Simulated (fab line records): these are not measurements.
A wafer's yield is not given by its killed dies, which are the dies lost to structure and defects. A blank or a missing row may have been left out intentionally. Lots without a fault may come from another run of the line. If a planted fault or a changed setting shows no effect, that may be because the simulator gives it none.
Lot-split experiment ; flow n5Finfet ; route with 1938 steps; 7 lots, 39 wafers read

## ON THE SPLIT
At N5_BEOL_M11_ETCH_41 (etches SiCN in CH3F/O2, target depth 42.6 nm, time 86 s), the setting timeS was moved away from the recipe's 86 s on 15 of the 39 wafers read, by -39.6% to +55.2%. All remaining wafers had this setting at the recipe value.

The reading comes from the split's own step.

## THE READING
etch.depthNm (the simulator's own value, which no gauge read), in nm, at N5_BEOL_M11_ETCH_41 (etches SiCN in CH3F/O2, target depth 42.6 nm, time 86 s). There is no usual value for it anywhere in the file. The 24 wafers here that ran the recipe average 33.01 nm, standard deviation 0.6 nm.

wafer;tool, chamber at the split;timeS as run, s;against the recipe;etch.depthNm, nm;against lot-mates on the recipe
L076.1;rieDiel-03, 0;86;recipe;32.48;-
L076.2;rieDiel-03, 2;51.93;-39.6%;19.75;-13.14
L076.3;rieDiel-03, 3;86;recipe;33.09;-
L076.4;rieDiel-03, 1;51.93;-39.6%;20.08;-12.81
L076.5;rieDiel-03, 1;86;recipe;33.1;-
L076.6;rieDiel-03, 2;51.93;-39.6%;19.77;-13.12
L079.1;rieDiel-02, 1;86;recipe;32.42;-
L079.2;rieDiel-02, 3;52.49;-39.0%;19.46;-12.71
L079.3;rieDiel-02, 2;86;recipe;32.05;-
L079.4;rieDiel-02, 0;52.49;-39.0%;19.15;-13.02
L079.5;rieDiel-02, 0;52.49;-39.0%;19.16;-13.01
L079.6;rieDiel-02, 3;86;recipe;32.03;-
L084.1;rieDiel-01, 0;86;recipe;32.19;-
L084.2;rieDiel-01, 3;133.5;+55.2%;51.03;+18.34
L084.3;rieDiel-01, 2;133.5;+55.2%;52.13;+19.44
L084.4;rieDiel-01, 3;133.5;+55.2%;50.79;+18.10
L084.5;rieDiel-01, 0;86;recipe;32.18;-
L084.6;rieDiel-01, 2;86;recipe;33.7;-
L087.2;rieDiel-01, 1;86;recipe;33.47;-
L087.4;rieDiel-01, 0;86;recipe;32.06;-
L087.5;rieDiel-01, 0;86;recipe;32.35;-
L091.1;rieDiel-03, 3;86;recipe;33;-
L091.2;rieDiel-03, 0;110.9;+29.0%;42.97;+9.82
L091.3;rieDiel-03, 1;86;recipe;32.99;-
L091.4;rieDiel-03, 2;110.9;+29.0%;42.92;+9.77
L091.5;rieDiel-03, 1;110.9;+29.0%;42.87;+9.72
L091.6;rieDiel-03, 2;86;recipe;33.45;-
L092.1;rieDiel-03, 1;86;recipe;33.34;-
L092.2;rieDiel-03, 2;86;recipe;33.44;-
L092.3;rieDiel-03, 0,2;86;recipe;33.51;-
L092.4;rieDiel-03, 0,2;86;recipe;33.51;-
L092.5;rieDiel-03, 0;86;recipe;33.65;-
L092.6;rieDiel-03, 1;86;recipe;33.21;-
L097.1;rieDiel-01, 2;86;recipe;33.88;-
L097.2;rieDiel-01, 0;127.1;+47.8%;47.52;+13.86
L097.3;rieDiel-01, 3;127.1;+47.8%;49.72;+16.06
L097.4;rieDiel-01, 3;86;recipe;33.59;-
L097.5;rieDiel-01, 2;86;recipe;33.51;-
L097.6;rieDiel-01, 0;127.1;+47.8%;47.59;+13.93
Rows listing several chambers each stand for several wafers; the file does not say which wafer went through which chamber.

FIT RESULTS
A straight line over all 39 wafers: etch.depthNm changes by +0.334 nm for each +1% of timeS; r = +1.00; the points scatter about the line by 0.66 nm.
The same after taking each lot's own level away (the mean of its wafers on the recipe; 39 wafers): +0.327 nm for each +1%; r = +1.00; scatter 0.57 nm.
The reading moves by 18 nm for the largest change in timeS, on that fit.
The lots' own levels span 32.167 to 33.660 nm, that is 2.5 times the standard deviation above.
The two slopes agree, so the slope changes little with the lot-to-lot level.
Check: +18 nm against its lot-mates is what the line predicts for one of the wafers moved furthest among these (+55.2%) when that wafer is left out of the fit. Against them it came out at +18.3 nm.

## OTHER SPLITS ON THESE WAFERS
Other splits were also applied to these wafers ahead of the reading. Each is held against what the fit with the lots' levels taken away leaves over:
other split on the same wafers;wafers away from the commonest value;r with etch.depthNm (lot level and that fit taken away)
N5_BEOL_M8_TRENCH_ETCH_37 timeS;12;+0.07

## FILE'S OWN FIT
etch.depthNm changes by +0.327 nm for each +1% of timeS, r = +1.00.
